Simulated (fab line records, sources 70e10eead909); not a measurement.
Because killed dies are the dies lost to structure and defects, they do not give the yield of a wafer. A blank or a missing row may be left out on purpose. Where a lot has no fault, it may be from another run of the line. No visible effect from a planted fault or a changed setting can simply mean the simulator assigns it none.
Chamber matching ; flow nandHarc ; rieDiel-08 running NHARC_A_STAIRCASE_ETCH_169: 4 sister chambers
The step etches the open film in CH3F/O2, target depth 50 nm, time 107.1 s. 4 wafers are shown with their chamber, then 7 later ones without.

== WAFERS PAIRED WITH THEIR CHAMBERS ==
wafer;chamber;drypumpMotorCurrentA (A)
L077.6;2;5.4
L085.6;3;6.2
L089.6;0;4.9
L092.5;1;6.2

== WAFERS WITH NO CHAMBER GIVEN ==
wafer;drypumpMotorCurrentA (A)
L092.6;4.9
L096.1;4.9
L096.4;6.2
L096.6;6.2
L097.1;4.9
L097.3;6.2
L097.4;6.3

== CHAMBER TAKEN BY EACH ==
wafer;from the rows above;in truth
L092.6;0;0
L096.1;0;0
L096.4;can't be placed: 1 or 3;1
L096.6;can't be placed: 1 or 3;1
L097.1;0;0
L097.3;can't be placed: 1 or 3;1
L097.4;can't be placed: 1 or 3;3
Correctly placed: 3 of 7. Can't be placed from these rows: 4 (the true chamber is among the candidates in 4). Number placed wrongly: 0.
How it was worked out, from the rows above alone: a wafer's distance from a chamber is the root of the sum, over the readings, of the square of ((its reading less the chamber's mean) divided by the reading's scatter). If the next closest chamber is less than 2 further off than the closest, the wafer can't be placed; otherwise it belongs to the closest. Each chamber's mean is taken over the wafers shown for it. The scatter: with one shown wafer a chamber, the root of the mean of the squares of how far each hidden wafer lies from its nearest shown one.
